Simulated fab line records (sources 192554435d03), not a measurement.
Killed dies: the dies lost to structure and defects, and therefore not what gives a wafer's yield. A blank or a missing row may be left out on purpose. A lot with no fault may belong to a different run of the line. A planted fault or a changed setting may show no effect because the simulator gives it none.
Split-lot experiment + flow n5Finfet + route with 1938 steps; 7 lots, 21 wafers read

SPLIT DETAILS
At N5_BEOL_M9_ETCH_62 (etches SOC in N2/H2, target depth 110 nm, overetch 22 nm, time 165 s), the setting timeS was moved away from the recipe's 165 s on 8 of the 21 wafers read, by -22.4% to +18.4%. This setting was run at the recipe's value on the other wafers.

The reading is taken at the split's own step.

THE READING
SiARC_of_BEOL_M9_COAT_60.thkNm (the simulator's own value, which no gauge read), in nm, at N5_BEOL_M9_ETCH_62 (etches SOC in N2/H2, target depth 110 nm, overetch 22 nm, time 165 s). There is no usual value for it anywhere in the file. Across the 13 wafers here that went through the recipe, the average is 23.6 nm and the standard deviation 0.12 nm.

| wafer  | tool, chamber at the split | timeS as run, s | against the recipe | SiARC_of_BEOL_M9_COAT_60.thkNm, nm | against lot-mates on the recipe |
|--------|----------------------------|-----------------|--------------------|------------------------------------|---------------------------------|
| L076.2 | rieDiel-06, 1,3            | 165             | recipe             | 23.6                               | -                               |
| L076.5 | rieDiel-06, 1,3            | 165             | recipe             | 23.6                               | -                               |
| L076.4 | rieDiel-06, 3              | 152.3           | -7.7%              | 24                                 | +0.4                            |
| L082.1 | rieDiel-06, 0              | 174.8           | +5.9%              | 23.2                               | -0.4                            |
| L082.2 | rieDiel-06, 2              | 165             | recipe             | 23.8                               | -                               |
| L082.3 | rieDiel-06, 3              | 165             | recipe             | 23.4                               | -                               |
| L088.4 | rieDiel-03, 2,3,0          | 165             | recipe             | 23.6                               | -                               |
| L088.5 | rieDiel-03, 2,3,0          | 165             | recipe             | 23.6                               | -                               |
| L088.6 | rieDiel-03, 2,3,0          | 165             | recipe             | 23.6                               | -                               |
| L087.2 | rieDiel-05, 2              | 165             | recipe             | 23.6                               | -                               |
| L087.3 | rieDiel-05, 0,3            | 165             | recipe             | 23.8                               | -                               |
| L087.6 | rieDiel-05, 0,3            | 165             | recipe             | 23.8                               | -                               |
| L086.2 | rieDiel-03, 0              | 165             | recipe             | 23.6                               | -                               |
| L086.5 | rieDiel-03, 3              | 195.3           | +18.4%             | 22.6                               | -1.0                            |
| L086.6 | rieDiel-03, 2              | 195.3           | +18.4%             | 22.4                               | -1.2                            |
| L089.1 | rieDiel-05, 3              | 178.6           | +8.2%              | 23.2                               | no lot-mate on the recipe       |
| L089.5 | rieDiel-05, 3              | 178.6           | +8.2%              | 23.2                               | no lot-mate on the recipe       |
| L089.6 | rieDiel-05, 2              | 178.6           | +8.2%              | 23                                 | no lot-mate on the recipe       |
| L091.3 | rieDiel-05, 3              | 165             | recipe             | 23.8                               | -                               |
| L091.4 | rieDiel-05, 0              | 165             | recipe             | 23.6                               | -                               |
| L091.5 | rieDiel-05, 3              | 128.1           | -22.4%             | 25.2                               | +1.5                            |
Where a row lists several chambers, the file gives one row for several wafers and doesn't say which wafer went through which chamber.

FIT RESULTS
A straight line over all 21 wafers: SiARC_of_BEOL_M9_COAT_60.thkNm changes by -0.0645 nm for each +1% of timeS; r = -0.98; the points scatter about the line by 0.12 nm.
The same after taking each lot's own level away (the mean of its wafers on the recipe; 18 wafers): -0.0626 nm for each +1%; r = -0.98; scatter 0.1 nm.
Per that fit: largest timeS move, reading shift of 1.4 nm.
From 23.60 to 23.73 nm: that is the span of the lots' own levels, equal to 1.2 times the standard deviation above.
Hence the lot-to-lot level has little effect on the slope; both slopes agree.
Check: for one of the wafers moved furthest among these (-22.4%), held out of the fit, the line's prediction against its lot-mates is +1.32 nm. It came out at +1.5 nm against them.

OTHER SPLITS ON THESE WAFERS
Before the reading, these wafers also passed through other splits. Each is held against what the fit with the lots' levels taken away leaves over:
| other split on the same wafers | wafers away from the commonest value | r with SiARC_of_BEOL_M9_COAT_60.thkNm (lot level and that fit taken away) |
|--------------------------------|--------------------------------------|---------------------------------------------------------------------------|
| N5_BEOL_M7_COAT_05 spinRpm     | 2                                    | -0.02                                                                     |
| N5_BEOL_M7_VIA_ETCH_34 sourceW | 10                                   | +0.08                                                                     |
| N5_BEOL_M7_ETCH_41 sourceW     | 8                                    | +0.01                                                                     |

THE WHOLE CHAIN: every reading that the file lists as answering this split, in the file's order
| step                  | what it does                                                         | reading                                                                         | change (the file's fit)                                                              | r (the file's) |
|-----------------------|----------------------------------------------------------------------|---------------------------------------------------------------------------------|--------------------------------------------------------------------------------------|----------------|
| N5_BEOL_M9_ETCH_62    | etches SOC in N2/H2, target depth 110 nm, overetch 22 nm, time 165 s | SiARC_of_BEOL_M9_COAT_60.thkNm (the simulator's own value, which no gauge read) | -0.0635 nm for each +1% of the setting                                               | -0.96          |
| N5_BEOL_M9_HM_OPEN_17 | chemistry Cl2/BCl3, target TiN, target depth 20 nm, overetch 6 nm    | etch.depthNm (the simulator's own value, which no gauge read)                   | not straight: 20.11 at the lowest setting, 20.17 at the recipe, 16.83 at the highest | not given      |

THE FILE'S OWN FIT
SiARC_of_BEOL_M9_COAT_60.thkNm changes by -0.0635 nm for each +1% of timeS, r = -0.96.
